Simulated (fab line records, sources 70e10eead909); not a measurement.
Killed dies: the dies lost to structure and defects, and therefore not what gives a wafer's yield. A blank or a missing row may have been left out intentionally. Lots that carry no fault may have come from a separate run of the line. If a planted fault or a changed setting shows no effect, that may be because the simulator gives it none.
A struck lot beside a sound one	flow nand-harc	13 steps out of a route of 1302
Sound: wafers L106.1, L106.4, L106.6. Struck: wafers L118.1, L118.4, L118.5. The cause is given at the end.
Order at every step that has rows: each side's tool, ch and its chambers, its first start. Under that, the readings that differ: sound wafers	struck wafers	difference of the means	sigmas: that difference in standard deviations of wafers without a fault.
alike: same words and numbers on both sides, and readings whose means sit less than 2 such deviations apart. not compared: any withheld reading, any reading some wafer has no value for, any bound like >300 that may hide the same value, and any number with overlapping values for which the record gives no deviation.
The two part at a step that has a row with sigmas, a row that says differs or no value, or rows on one side only. Numbers that don't overlap but have no deviation are shown without sigmas and don't part them. A reading that every wafer of one side lacks parts them only if that side has two wafers or more.

NHARC_A_DECK1_JOINT_ETCHBACK_00: etches the open film in HBr, target depth 30 nm, time 17.4 s.
  sound on rie-si-02 ch 0,2, day 13 05:52; struck on rie-si-06 ch 0,1, day 17 05:24
  alike: drypump-motor-current-A, oes-product-au, throttle-valve-pct
  not compared: rf-hours-counter-h
then, 8 steps without rows for these wafers: NHARC_A_DECK1_JOINT_PRECLEAN_30 (cleans in SC1); NHARC_A_DECK1_JOINT_SRD_31; NHARC_A_DECK1_JOINT_CVD_34 (deposits SiNx, target thk 20 nm); NHARC_A_DECK1_JOINT_DEP_06 (deposits SiOx, target thk 80 nm); NHARC_A_DECK1_JOINT_CURE_26 (time 32 s); NHARC_A_DECK1_JOINT_ANNEAL_27 (time 3600 s); NHARC_A_DECK1_JOINT_ANNEAL_28 (time 1800 s); NHARC_A_DECK1_JOINT_ANNEAL_29 (time 1800 s).
NHARC_A_DECK1_JOINT_CMP_02: polishes SiOx.
  sound on cmp-02 ch 0,2, day 14 06:20; struck on cmp-01 ch 0,2, day 18 09:56
  alike: motor-current-A
  not compared: pad-life-wafers
after that, 1 step had no rows for these wafers: NHARC_A_DECK1_JOINT_SRD_15.
NHARC_A_DECK1_JOINT_DEP_16: deposits SiO2, target thk 45 nm.
  sound on pecvd-02 ch 0,1,2, day 14 06:46; struck on pecvd-04 ch 0,1,2, day 18 10:30
reading	sound	struck	difference	sigmas
rf-fwd-power-W (W)	899 896 893	1002 1001 999	+105	+35
  alike: heater-power-w, mfc-precursor-sccm, throttle-valve-pct
NHARC_A_DECK1_JOINT_THK_MEAS_17: measures by ellipsometry.
  sound on film-metro-01, day 14 06:59; struck on film-metro-01, day 18 10:47
  alike: thk-nm

WHERE THEY PART
At NHARC_A_DECK1_JOINT_DEP_16 and nowhere else, as far as this record goes. Later steps at which nothing parts them and some readings are alike: NHARC_A_DECK1_JOINT_THK_MEAS_17.

WHY: whatever the simulator had introduced
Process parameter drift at NHARC_A_DECK1_JOINT_DEP_16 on pecvd-04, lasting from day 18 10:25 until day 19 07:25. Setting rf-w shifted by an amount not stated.
